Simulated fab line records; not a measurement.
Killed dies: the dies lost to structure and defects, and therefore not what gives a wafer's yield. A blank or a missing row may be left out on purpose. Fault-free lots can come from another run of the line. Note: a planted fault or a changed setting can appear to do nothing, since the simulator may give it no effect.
fab line records    flow nandHarc
record lots=24  wafers=72  lastDay=25
route steps=1159 shown A_CONTACT@944 A_M0@1005 A_M1@1041 A_BONDPAD@1080
lots untouched by any fault: they come from a run of this same line in which no faults occurred
startH: the number of hours between the record's first day and the start of the first shown wafer of the lot    waitH: hours elapsed since this lot's preceding step    " unchanged from the row above    L1.1+2: a row that stands for several wafers    - no value present, or no start provided    * or withheld: withheld    < > ~ a bound
route shown NAME@n: a module of which the file shows steps, and the number in the route of the first    usual: the fault-free wafers' mean and standard deviation    same: alike in all rows    chamber/n: place in a boat    sites: each site's reading    _std_site: the standard deviation of these    _edge_site: mean of outer sites minus mean of inner sites    radiusMm: for every site, how far away it sits from the centre of the wafer    mask NAME#n: copy n    behind: the last tool/chamber to shape the wafer    hold: cause of the lot's hold/its duration in hours/its outcome    device: transistor that didn't switch, given as n, p or np    end of line: tests of these same wafers at the route's end    where a step has no rows: the recipe by itself    killed: count of dies lost to structure and defects at first sort (not the wafer's yield)    map: dies across one wafer; x = killed, . = not, _ = none there
set.NAME: setting as actually run; set.NAME@STEP: the setting as run at that earlier step    model.NAME: the simulator's own value behind a step, which no gauge read
steps of the route over a sample of lots; a table a step, a row a wafer
services: when a tool's chamber went out of use (startH, in hours from the record's first day, below 0 if earlier), for how many hours, and the reason
## steps
# step NHARC_A_CONTACT_ETCH_135
# recipe sourceW=withheld  pressureMtorr=20  biasV=3000  timeS=132  targetDepthA=12870  arFlowSccm=withheld  c4f8FlowSccm=withheld  o2FlowSccm=withheld  chemistry=C4F8/O2/Ar
# usual oesAirLineAu=0.997/0.02
lot.wafer  tool           chamber  startH  waitH  oesAirLineAu  rfHoursCounterH
L074.1     harCapEtch-01  1        388.57  0.2    0.987         59
L074.3     "              1        "       "      1.031         -
L074.4     "              0        "       "      1.032         -
L076.2     harCapEtch-01  0        393.83  0.2    1.019         59
L076.3     "              1        "       "      0.978         -
L076.5     "              0        "       "      1.008         -
L075.1     harCapEtch-03  1        396.42  0.2    0.978         85
L075.4     "              0        "       "      1.002         -
L075.5     "              1        "       "      0.982         -
L077.1     harCapEtch-02  0        414.94  0.2    0.999         15
L077.2     "              1        "       "      0.983         15
L077.3     "              0        "       "      0.949         -
L079.1     harCapEtch-01  1        416.05  0.2    1.010         63
L079.2     "              0        "       "      0.995         63
L079.3     "              1        "       "      1.006         -
L078.1     harCapEtch-01  1        421.83  0.2    1.032         63
L078.6     "              1        "       "      1.056         -
L078.5     "              0        "       "      0.988         -
L082.1     harCapEtch-03  0        433.03  0.2    0.951         92
L082.4     "              1        "       "      0.988         -
L082.6     "              1        "       "      1.006         -
L081.2     harCapEtch-01  1        435.88  0.2    0.978         67
L081.5     "              0        "       "      1.018         -
L081.6     "              1        "       "      0.946         -
L080.3     harCapEtch-02  0        438.97  0.1    0.994         -
L080.4     "              1        "       "      1.002         -
L080.6     "              0        "       "      1.031         -
L083.1     harCapEtch-03  0        443.32  0.2    0.985         94
L083.3     "              0        "       "      0.968         -
L083.6     "              0        "       "      0.996         -
L084.2     harCapEtch-01  1        444.70  0.2    0.980         69
L084.3     "              1        "       "      0.968         -
L084.4     "              0        "       "      0.987         -
L088.2     harCapEtch-02  0        454.52  0.2    1.010         25
L088.4     "              0        "       "      0.982         -
L088.5     "              1        "       "      0.962         -
L087.2     harCapEtch-01  1        455.15  0.2    0.984         72
L087.4     "              0        "       "      1.002         -
L087.5     "              1        "       "      1.008         -
L086.3     harCapEtch-02  1        460.76  0.1    1.003         -
L086.4     "              0        "       "      1.002         -
L086.5     "              0        "       "      1.010         -
L085.3     harCapEtch-03  1        466.41  0.1    1.006         -
L085.5     "              0        "       "      0.977         -
L085.6     "              1        "       "      0.995         -
L089.1     harCapEtch-03  0        470.29  0.2    0.983         99
L089.6     "              1        "       "      1.018         -
L089.5     "              0        "       "      0.975         -
L091.2     harCapEtch-01  1        475.76  0.2    1.011         76
L091.6     "              0        "       "      0.990         -
L091.5     "              1        "       "      0.996         -
L090.3     harCapEtch-03  1        475.91  0.1    0.993         -
L090.4     "              0        "       "      1.025         -
L090.5     "              1        "       "      1.009         -
L092.1     harCapEtch-02  1        484.04  0.2    0.998         32
L092.6     "              0        "       "      0.978         -
L092.5     "              1        "       "      0.980         -
L093.2     harCapEtch-01  1        497.34  0.2    1.010         81
L093.3     "              0        "       "      0.990         -
L093.6     "              1        "       "      0.999         -
L094.1     harCapEtch-02  0        497.84  0.2    1.000         35
L094.4     "              0        "       "      0.980         -
L094.6     "              1        "       "      1.021         -
L095.3     harCapEtch-03  0        501.67  0.1    0.949         -
L095.5     "              1        "       "      1.005         -
L095.6     "              0        "       "      0.983         -
L096.1     harCapEtch-01  1        502.54  0.2    1.012         82
L096.2     "              0        "       "      1.031         82
L096.4     "              1        "       "      1.008         -
L097.2     harCapEtch-02  1        533.35  0.2    1.009         40
L097.3     "              0        "       "      1.032         -
L097.4     "              1        "       "      0.995         -
# step NHARC_A_M0_OVL_MEAS_10
# recipe pitchNm=160
# usual overlayXNm=-0.2/1.1  overlayYNm=-0.1/0.8
lot.wafer  tool        chamber  startH  waitH  overlayXNm  overlayYNm
L074.1     overlay-02  -        411.16  -      -2.2        -1.3
L074.3     "           -        "       "      -2.3        -1.3
L074.4     "           -        "       "      -2.4        -0.7
L076.2     overlay-01  -        411.93  -      -1.1        0.9
L076.3     "           -        "       "      -1.0        0.6
L076.5     "           -        "       "      -1.4        0.6
L075.1     overlay-02  -        412.08  -      0.2         -0.9
L075.4     "           -        "       "      -0.1        -1.1
L075.5     "           -        "       "      0.2         -1.3
L077.1     overlay-02  -        423.77  -      2.2         -1.1
L077.2     "           -        "       "      2.0         -1.6
L077.3     "           -        "       "      1.6         -1.4
L079.1     overlay-02  -        424.54  -      -1.2        -0.8
L079.2     "           -        "       "      -1.0        -1.1
L079.3     "           -        "       "      -1.1        -1.2
L078.1     overlay-01  -        434.54  -      1.6         0.5
L078.5     "           -        "       "      1.8         0.7
L078.6     "           -        "       "      2.2         0.8
L082.1     overlay-01  -        441.84  -      -0.8        0.1
L082.4     "           -        "       "      -0.2        0.0
L082.6     "           -        "       "      -0.1        -0.3
L081.2     overlay-02  -        444.07  -      -1.2        0.4
L081.5     "           -        "       "      -0.9        1.0
L081.6     "           -        "       "      -1.5        0.9
L080.3     overlay-02  -        447.06  -      0.1         -0.3
L080.4     "           -        "       "      0.6         -0.4
L080.6     "           -        "       "      0.0         -0.5
L083.1     overlay-01  -        456.89  -      0.6         -0.4
L083.3     "           -        "       "      0.6         -0.8
L083.6     "           -        "       "      0.3         0.0
L084.2     overlay-01  -        461.81  -      0.1         -0.4
L084.3     "           -        "       "      0.1         -0.3
L084.4     "           -        "       "      0.8         -0.3
L088.2     overlay-02  -        464.60  -      -0.2        0.7
L088.4     "           -        "       "      -0.4        0.7
L088.5     "           -        "       "      -0.7        1.1
L087.2     overlay-01  -        465.41  -      -1.7        1.1
L087.4     "           -        "       "      -1.6        0.9
L087.5     "           -        "       "      -1.3        0.9
L086.3     overlay-02  -        469.18  -      -1.0        0.9
L086.4     "           -        "       "      -0.7        1.2
L086.5     "           -        "       "      -0.8        1.2
L085.3     overlay-02  -        478.44  -      -0.9        0.8
L085.5     "           -        "       "      -1.4        1.2
L085.6     "           -        "       "      -1.5        0.3
L089.1     overlay-02  -        492.92  -      0.9         -1.5
L089.5     "           -        "       "      0.4         -1.5
L089.6     "           -        "       "      0.8         -0.8
L091.2     overlay-02  -        498.04  -      -1.4        0.6
L091.5     "           -        "       "      -1.9        0.4
L091.6     "           -        "       "      -1.4        0.6
L090.3     overlay-02  -        499.18  -      0.2         0.2
L090.4     "           -        "       "      0.5         0.3
L090.5     "           -        "       "      0.4         0.2
L092.1     overlay-01  -        499.45  -      -0.4        -0.4
L092.5     "           -        "       "      0.3         -0.5
L092.6     "           -        "       "      -0.1        -0.2
L093.2     overlay-01  -        507.64  -      -0.5        0.2
L093.3     "           -        "       "      -0.4        0.4
L093.6     "           -        "       "      -0.8        -0.6
L094.1     overlay-02  -        508.71  -      0.3         0.0
L094.4     "           -        "       "      0.3         0.3
L094.6     "           -        "       "      0.5         0.5
L095.3     overlay-01  -        516.71  -      1.1         0.3
L095.5     "           -        "       "      1.5         0.1
L095.6     "           -        "       "      1.2         0.5
L096.1     overlay-01  -        516.89  -      0.0         -1.0
L096.2     "           -        "       "      -0.2        -1.3
L096.4     "           -        "       "      0.0         -0.8
L097.2     overlay-01  -        551.23  -      -0.1        0.5
L097.3     "           -        "       "      -0.5        0.8
L097.4     "           -        "       "      -0.6        0.7
# step NHARC_A_M0_THK_MEAS_24
# recipe thkMeasGauge=xrf
# usual thkNm=113.7/1.4
lot.wafer  tool          chamber  startH  waitH  thkNm
L074.1     filmMetro-02  -        413.60  -      114.1
L074.3     "             -        "       "      115.7
L074.4     "             -        "       "      110.8
L076.2     filmMetro-01  -        414.36  -      115.2
L076.3     "             -        "       "      111.7
L076.5     "             -        "       "      114.3
L075.1     filmMetro-01  -        414.66  -      115.3
L075.4     "             -        "       "      115.2
L075.5     "             -        "       "      113.5
L077.1     filmMetro-02  -        426.18  -      112.5
L077.2     "             -        "       "      114.4
L077.3     "             -        "       "      114.0
L079.1     filmMetro-02  -        426.97  -      115.4
L079.2     "             -        "       "      114.1
L079.3     "             -        "       "      114.3
L078.1     filmMetro-01  -        437.29  -      113.2
L078.5     "             -        "       "      112.4
L078.6     "             -        "       "      114.8
L082.1     filmMetro-01  -        444.58  -      114.6
L082.4     "             -        "       "      113.0
L082.6     "             -        "       "      111.4
L081.2     filmMetro-01  -        446.51  -      113.4
L081.5     "             -        "       "      113.8
L081.6     "             -        "       "      115.5
L080.3     filmMetro-02  -        449.70  -      115.5
L080.4     "             -        "       "      110.7
L080.6     "             -        "       "      111.6
L083.1     filmMetro-02  -        459.41  -      113.8
L083.3     "             -        "       "      114.3
L083.6     "             -        "       "      112.5
L084.2     filmMetro-02  -        464.27  -      114.4
L084.3     "             -        "       "      111.5
L084.4     "             -        "       "      111.0
L088.2     filmMetro-02  -        467.03  -      116.5
L088.4     "             -        "       "      112.7
L088.5     "             -        "       "      116.2
L087.2     filmMetro-01  -        467.86  -      115.6
L087.4     "             -        "       "      114.8
L087.5     "             -        "       "      112.4
L086.3     filmMetro-02  -        471.60  -      114.9
L086.4     "             -        "       "      112.2
L086.5     "             -        "       "      113.2
L085.3     filmMetro-02  -        480.86  -      114.3
L085.5     "             -        "       "      113.4
L085.6     "             -        "       "      113.1
L089.1     filmMetro-02  -        495.41  -      113.7
L089.5     "             -        "       "      114.8
L089.6     "             -        "       "      113.4
L091.2     filmMetro-01  -        500.47  -      113.8
L091.5     "             -        "       "      113.8
L091.6     "             -        "       "      112.5
L090.3     filmMetro-01  -        501.65  -      115.2
L090.4     "             -        "       "      110.4
L090.5     "             -        "       "      115.2
L092.1     filmMetro-01  -        501.87  -      114.9
L092.5     "             -        "       "      114.5
L092.6     "             -        "       "      115.7
L093.2     filmMetro-01  -        510.05  -      113.3
L093.3     "             -        "       "      114.7
L093.6     "             -        "       "      113.2
L094.1     filmMetro-01  -        511.14  -      113.8
L094.4     "             -        "       "      116.0
L094.6     "             -        "       "      114.9
L095.3     filmMetro-02  -        519.14  -      115.4
L095.5     "             -        "       "      114.7
L095.6     "             -        "       "      116.0
L096.1     filmMetro-01  -        519.45  -      112.5
L096.2     "             -        "       "      114.4
L096.4     "             -        "       "      114.5
L097.2     filmMetro-02  -        553.77  -      111.7
L097.3     "             -        "       "      111.6
L097.4     "             -        "       "      116.0
# step NHARC_A_M1_ETCH_15
# recipe targetDepthA=1825  timeS=91.2  c4f8FlowSccm=withheld  arFlowSccm=400  rfW=600  biasW=300  chemistry=C4F8/Ar
# usual oesProductAu=0.954/0.022  rfVppV=442.7/2.8
lot.wafer  tool        chamber  startH  waitH  oesProductAu  rfHoursCounterH  rfVppV
L074.3     rieDiel-06  0        -       -      0.976         4                437.7
L074.4     "           2        "       "      0.943         4                444.9
L074.1     "           3        "       "      0.968         4                444.5
L076.3     rieDiel-09  2        -       -      0.922         11               443.7
L076.2     "           3        "       "      0.912         9                444.4
L076.5     "           2        "       "      0.909         -                441.4
L075.1     rieDiel-06  1        -       -      0.991         4                445.0
L075.4     "           2        "       "      0.945         4                443.3
L075.5     "           3        "       "      0.952         -                445.6
L077.3     rieDiel-09  3        -       -      0.954         10               443.9
L077.1     "           0        "       "      0.976         12               444.4
L077.2     "           1        "       "      0.972         13               442.5
L079.3     rieDiel-09  2        -       -      0.921         11               441.8
L079.2     "           3        "       "      0.917         10               445.0
L079.1     "           0        "       "      0.933         12               443.6
L078.1     rieDiel-12  3        -       -      0.985         4                445.1
L078.6     "           2        "       "      0.975         -                442.8
L078.5     "           3        "       "      0.990         -                445.4
L082.1     rieDiel-06  3        -       -      0.970         1                445.6
L082.4     "           1        "       "      0.972         1                443.5
L082.6     "           2        "       "      0.990         -                444.6
L081.2     rieDiel-09  3        -       -      0.953         1                445.1
L081.5     "           2        "       "      0.973         -                441.1
L081.6     "           0        "       "      0.968         -                444.7
L080.4     rieDiel-12  2        -       -      0.952         5                444.4
L080.3     "           0        "       "      0.964         5                445.3
L080.6     "           2        "       "      0.952         -                443.5
L083.1     rieDiel-09  2        -       -      0.973         2                441.5
L083.3     "           1        "       "      0.944         1                441.8
L083.6     "           0        "       "      0.971         -                441.7
L084.2     rieDiel-06  1        -       -      0.974         1                445.2
L084.4     "           3        "       "      0.968         1                444.6
L084.3     "           0        "       "      0.962         1                437.3
L088.2     rieDiel-09  0        -       -      0.968         3                443.4
L088.5     "           0        "       "      0.970         -                443.8
L088.4     "           1        "       "      0.953         -                440.9
L087.2     rieDiel-06  1        -       -      0.973         1                443.6
L087.4     "           2        "       "      0.964         1                443.5
L087.5     "           2        "       "      0.948         -                443.6
L086.3     rieDiel-12  3        -       -      0.975         6                446.1
L086.4     "           1        "       "      0.942         6                437.3
L086.5     "           3        "       "      0.981         -                444.7
L085.3     rieDiel-09  0        -       -      0.975         4                444.7
L085.5     "           3        "       "      0.968         -                444.7
L085.6     "           0        "       "      0.962         -                443.9
L089.1     rieDiel-12  3        -       -      0.951         7                443.7
L089.5     "           2        "       "      0.950         -                444.8
L089.6     "           3        "       "      0.955         -                445.1
L091.2     rieDiel-06  0        -       -      0.946         2                436.2
L091.5     "           3        "       "      0.925         -                445.7
L091.6     "           1        "       "      0.952         -                442.4
L090.4     rieDiel-12  2        -       -      0.975         8                442.7
L090.3     "           3        "       "      0.968         8                445.8
L090.5     "           0        "       "      0.940         -                444.1
L092.1     rieDiel-12  1        -       -      0.970         8                437.7
L092.6     "           0        "       "      0.950         -                444.7
L092.5     "           1        "       "      0.962         -                436.8
L093.2     rieDiel-12  1        -       -      0.928         8                436.5
L093.3     "           3        "       "      0.928         8                444.5
L093.6     "           2        "       "      0.924         -                445.1
L094.4     rieDiel-12  3        -       -      0.967         8                443.2
L094.1     "           1        "       "      0.960         8                437.4
L094.6     "           2        "       "      0.941         -                443.7
L095.3     rieDiel-12  0        -       -      0.908         9                443.5
L095.5     "           1        "       "      0.933         -                438.2
L095.6     "           2        "       "      0.926         -                444.9
L096.1     rieDiel-09  0        -       -      0.941         7                443.3
L096.4     "           1        "       "      0.917         6                443.0
L096.2     "           2        "       "      0.940         7                440.9
L097.4     rieDiel-09  1        -       -      0.921         9                441.8
L097.3     "           2        "       "      0.942         10               441.4
L097.2     "           3        "       "      0.962         8                444.3
# step NHARC_A_BONDPAD_ETCH_24
# recipe targetDepthA=300  overEtchFrac=0.3  timeS=72.99  ionEnergyEv=150  cf4FlowSccm=50  n2FlowSccm=100  arFlowSccm=150  rfW=300  biasW=100  chemistry=CF4/N2
# usual drypumpMotorCurrentA=5.6/0.41  n2FlowSccm=100.01/0.29  oesProductAu=1.001/0.0078  rfVppV=313.6/2  showerheadPlenumPTorr=2.60/0.11  throttleValvePct=19.795/0.0081
lot.wafer  tool        chamber  startH  waitH  drypumpMotorCurrentA  n2FlowSccm  oesProductAu  rfHoursCounterH  rfVppV  showerheadPlenumPTorr  throttleValvePct
L074.4     rieDiel-07  2        -       -      5.4                   99.72       0.997         0                312.6   2.50                   19.794
L074.3     "           3        "       "      6.2                   100.00      0.998         0                312.5   2.57                   19.783
L074.1     "           0        "       "      5.2                   99.75       0.994         0                316.3   2.75                   19.782
L076.3     rieDiel-13  1        -       -      6.3                   100.18      0.994         52               314.5   2.58                   19.804
L076.2     "           3        "       "      5.4                   99.63       0.987         51               318.2   2.79                   19.813
L076.5     "           1        "       "      6.3                   99.94       1.004         -                314.5   2.57                   19.806
L075.1     rieDiel-01  3        -       -      5.9                   100.33      1.004         15               312.2   2.47                   19.797
L075.4     "           2        "       "      5.3                   99.84       0.990         15               311.0   2.48                   19.800
L075.5     "           3        "       "      5.9                   99.92       1.000         -                312.0   2.47                   19.781
L077.1     rieDiel-07  2        -       -      5.4                   100.34      1.007         1                312.3   2.50                   19.816
L077.3     "           0        "       "      5.2                   99.93       1.009         1                315.7   2.75                   19.792
L077.2     "           1        "       "      6.0                   99.95       1.007         1                314.0   2.67                   19.801
L079.2     rieDiel-13  1        -       -      6.3                   100.49      1.001         54               314.1   2.57                   19.794
L079.3     "           2        "       "      5.8                   100.49      1.004         53               313.2   2.55                   19.791
L079.1     "           3        "       "      5.4                   100.37      0.991         54               316.5   2.79                   19.792
L078.1     rieDiel-01  2        -       -      5.3                   100.66      0.990         22               311.0   2.47                   19.810
L078.5     "           0        "       "      4.9                   99.51       0.997         -                314.9   2.73                   19.800
L078.6     "           1        "       "      5.1                   99.71       1.000         -                312.3   2.52                   19.792
L082.4     rieDiel-13  1        -       -      6.3                   100.44      1.009         62               311.7   2.57                   19.793
L082.1     "           2        "       "      5.8                   99.81       0.984         60               311.5   2.55                   19.783
L082.6     "           0        "       "      5.3                   100.00      1.003         -                311.7   2.47                   19.802
L081.2     rieDiel-01  1        -       -      5.1                   100.07      1.002         24               312.5   2.52                   19.808
L081.5     "           1        "       "      5.1                   100.10      1.002         -                312.0   2.52                   19.789
L081.6     "           2        "       "      5.3                   100.10      1.001         -                310.6   2.47                   19.793
L080.3     rieDiel-07  3        -       -      6.1                   99.92       1.009         2                312.8   2.57                   19.800
L080.4     "           2        "       "      5.4                   99.95       1.010         2                310.8   2.50                   19.789
L080.6     "           0        "       "      5.2                   100.31      1.009         -                316.6   2.75                   19.797
L083.3     rieDiel-07  1        -       -      5.9                   100.08      1.005         2                315.4   2.67                   19.801
L083.1     "           0        "       "      5.2                   99.56       0.996         2                317.4   2.75                   19.791
L083.6     "           2        "       "      5.4                   99.72       1.008         -                311.7   2.50                   19.791
L084.3     rieDiel-07  0        -       -      5.2                   100.13      1.004         2                315.3   2.75                   19.791
L084.4     "           1        "       "      5.9                   99.74       1.016         2                314.2   2.67                   19.807
L084.2     "           2        "       "      5.4                   99.98       0.995         2                313.0   2.50                   19.799
L088.4     rieDiel-01  2        -       -      5.4                   99.78       0.995         31               312.6   2.47                   19.797
L088.2     "           0        "       "      4.8                   100.09      1.008         30               316.2   2.73                   19.792
L088.5     "           2        "       "      5.4                   100.45      1.003         -                311.8   2.47                   19.800
L087.2     rieDiel-07  1        -       -      6.0                   99.87       0.997         2                313.8   2.67                   19.798
L087.4     "           0        "       "      5.2                   99.72       1.008         2                315.6   2.75                   19.788
L087.5     "           1        "       "      6.0                   99.90       1.006         -                314.4   2.67                   19.811
L086.4     rieDiel-01  0        -       -      4.9                   99.97       1.002         31               315.5   2.73                   19.798
L086.3     "           1        "       "      5.1                   100.03      1.004         32               313.5   2.52                   19.792
L086.5     "           2        "       "      5.4                   99.26       0.993         -                312.6   2.47                   19.793
L085.3     rieDiel-07  2        -       -      5.4                   100.22      1.010         3                313.1   2.50                   19.784
L085.5     "           1        "       "      6.0                   99.76       0.998         -                313.8   2.66                   19.798
L085.6     "           2        "       "      5.4                   99.73       1.003         -                311.0   2.50                   19.794
L089.1     rieDiel-07  2        -       -      5.3                   100.22      1.016         3                311.7   2.50                   19.795
L089.6     "           0        "       "      5.2                   100.68      0.991         -                317.4   2.75                   19.810
L089.5     "           1        "       "      6.0                   99.91       1.003         -                314.8   2.67                   19.817
L091.2     rieDiel-07  2        -       -      5.4                   99.91       1.015         3                312.0   2.50                   19.806
L091.6     "           3        "       "      6.1                   100.17      1.000         -                312.1   2.57                   19.806
L091.5     "           0        "       "      5.3                   99.69       0.990         -                316.6   2.75                   19.808
L090.3     rieDiel-07  3        -       -      6.0                   99.47       1.000         4                312.4   2.57                   19.796
L090.4     "           2        "       "      5.4                   100.11      1.006         3                309.8   2.50                   19.795
L090.5     "           3        "       "      6.1                   99.72       0.992         -                314.9   2.57                   19.788
L092.1     rieDiel-07  2        -       -      5.4                   99.87       1.019         4                312.7   2.50                   19.794
L092.6     "           1        "       "      5.9                   100.01      1.005         -                313.5   2.66                   19.800
L092.5     "           2        "       "      5.4                   100.11      1.012         -                311.6   2.50                   19.788
L093.3     rieDiel-07  3        -       -      6.1                   99.81       0.992         4                313.4   2.57                   19.788
L093.2     "           2        "       "      5.4                   99.78       1.011         4                312.5   2.50                   19.787
L093.6     "           3        "       "      6.2                   100.41      0.997         -                311.3   2.57                   19.800
L094.4     rieDiel-13  0        -       -      5.3                   100.19      0.997         22               311.0   2.46                   19.790
L094.1     "           1        "       "      6.3                   99.94       1.003         20               314.2   2.56                   19.804
L094.6     "           0        "       "      5.3                   100.14      1.001         -                311.9   2.46                   19.790
L095.3     rieDiel-07  1        -       -      6.0                   100.52      1.003         4                314.8   2.66                   19.797
L095.6     "           1        "       "      6.0                   100.14      1.004         -                315.2   2.66                   19.801
L095.5     "           2        "       "      5.4                   100.32      1.017         -                311.3   2.50                   19.792
L096.1     rieDiel-07  0        -       -      5.2                   100.12      0.997         5                317.8   2.75                   19.780
L096.4     "           1        "       "      6.0                   100.12      1.013         5                314.0   2.66                   19.806
L096.2     "           2        "       "      5.4                   99.92       1.005         5                312.3   2.50                   19.794
L097.2     rieDiel-07  2        -       -      5.4                   99.84       1.003         6                311.2   2.50                   19.791
L097.3     "           3        "       "      6.1                   99.59       1.003         6                313.9   2.57                   19.798
L097.4     "           0        "       "      5.2                   100.02      1.010         5                316.5   2.75                   19.807
# step NHARC_A_BONDPAD_PRE_CLEAN_26
# recipe timeS=30  tempC=280  gas=H2/He
# usual heaterPowerW=418/27
lot.wafer  tool           chamber  startH  waitH  heaterPowerW
L074.4     pvdSputter-01  -        -       -      448
L074.1     "              -        "       "      416
L074.3     "              -        "       "      380
L076.3     pvdSputter-01  -        -       -      417
L076.2     "              -        "       "      480
L076.5     "              -        "       "      403
L075.4     pvdSputter-03  -        -       -      408
L075.1     "              -        "       "      402
L075.5     "              -        "       "      439
L077.1     pvdSputter-02  -        -       -      381
L077.2     "              -        "       "      424
L077.3     "              -        "       "      400
L079.3     pvdSputter-01  -        -       -      405
L079.2     "              -        "       "      373
L079.1     "              -        "       "      480
L078.1     pvdSputter-02  -        -       -      460
L078.6     "              -        "       "      409
L078.5     "              -        "       "      454
L082.4     pvdSputter-03  -        -       -      399
L082.1     "              -        "       "      415
L082.6     "              -        "       "      403
L081.2     pvdSputter-03  -        -       -      420
L081.6     "              -        "       "      418
L081.5     "              -        "       "      415
L080.3     pvdSputter-03  -        -       -      405
L080.4     "              -        "       "      402
L080.6     "              -        "       "      431
L083.1     pvdSputter-02  -        -       -      411
L083.3     "              -        "       "      456
L083.6     "              -        "       "      432
L084.3     pvdSputter-02  -        -       -      433
L084.4     "              -        "       "      452
L084.2     "              -        "       "      378
L088.2     pvdSputter-01  -        -       -      371
L088.4     "              -        "       "      491
L088.5     "              -        "       "      374
L087.4     pvdSputter-03  -        -       -      412
L087.2     "              -        "       "      421
L087.5     "              -        "       "      403
L086.3     pvdSputter-03  -        -       -      411
L086.4     "              -        "       "      384
L086.5     "              -        "       "      423
L085.3     pvdSputter-02  -        -       -      455
L085.5     "              -        "       "      381
L085.6     "              -        "       "      433
L089.1     pvdSputter-03  -        -       -      412
L089.5     "              -        "       "      418
L089.6     "              -        "       "      412
L091.2     pvdSputter-01  -        -       -      379
L091.5     "              -        "       "      467
L091.6     "              -        "       "      443
L090.4     pvdSputter-03  -        -       -      426
L090.3     "              -        "       "      433
L090.5     "              -        "       "      392
L092.1     pvdSputter-01  -        -       -      485
L092.5     "              -        "       "      371
L092.6     "              -        "       "      478
L093.3     pvdSputter-03  -        -       -      399
L093.2     "              -        "       "      391
L093.6     "              -        "       "      440
L094.4     pvdSputter-03  -        -       -      385
L094.1     "              -        "       "      425
L094.6     "              -        "       "      415
L095.3     pvdSputter-03  -        -       -      411
L095.5     "              -        "       "      433
L095.6     "              -        "       "      387
L096.2     pvdSputter-01  -        -       -      443
L096.4     "              -        "       "      435
L096.1     "              -        "       "      371
L097.4     pvdSputter-02  -        -       -      453
L097.3     "              -        "       "      387
L097.2     "              -        "       "      431
## services
tool           chamber  startH  hours  kind
rieDiel-09     -        369.84  0.8    repair
pvdSputter-03  -        371.78  14.9   repair
rieDiel-12     -        379.40  9.0    pm
rieDiel-01     0        391.93  6.4    repair
pvdSputter-02  -        392.04  10.0   pm
rieDiel-06     -        395.05  0.4    repair
rieDiel-07     -        405.20  9.0    pm
rieDiel-13     2        415.09  6.4    repair
rieDiel-06     -        418.24  9.0    pm
rieDiel-01     0        422.42  2.4    repair
rieDiel-12     3        427.24  3.9    repair
rieDiel-09     -        431.43  9.0    pm
pvdSputter-01  -        438.65  3.7    repair
rieDiel-09     1        448.12  5.6    repair
rieDiel-09     3        459.15  12.2   repair
rieDiel-06     0        474.76  9.8    repair
harCapEtch-01  -        479.00  0.8    repair
rieDiel-12     3        483.64  6.4    repair
rieDiel-07     0        483.94  3.2    repair
rieDiel-06     0        502.90  5.7    repair
pvdSputter-01  -        514.00  10.0   pm
rieDiel-12     1        522.57  3.0    repair
harCapEtch-03  -        545.00  17.0   pm
rieDiel-12     -        556.40  9.0    pm
## key
fault none
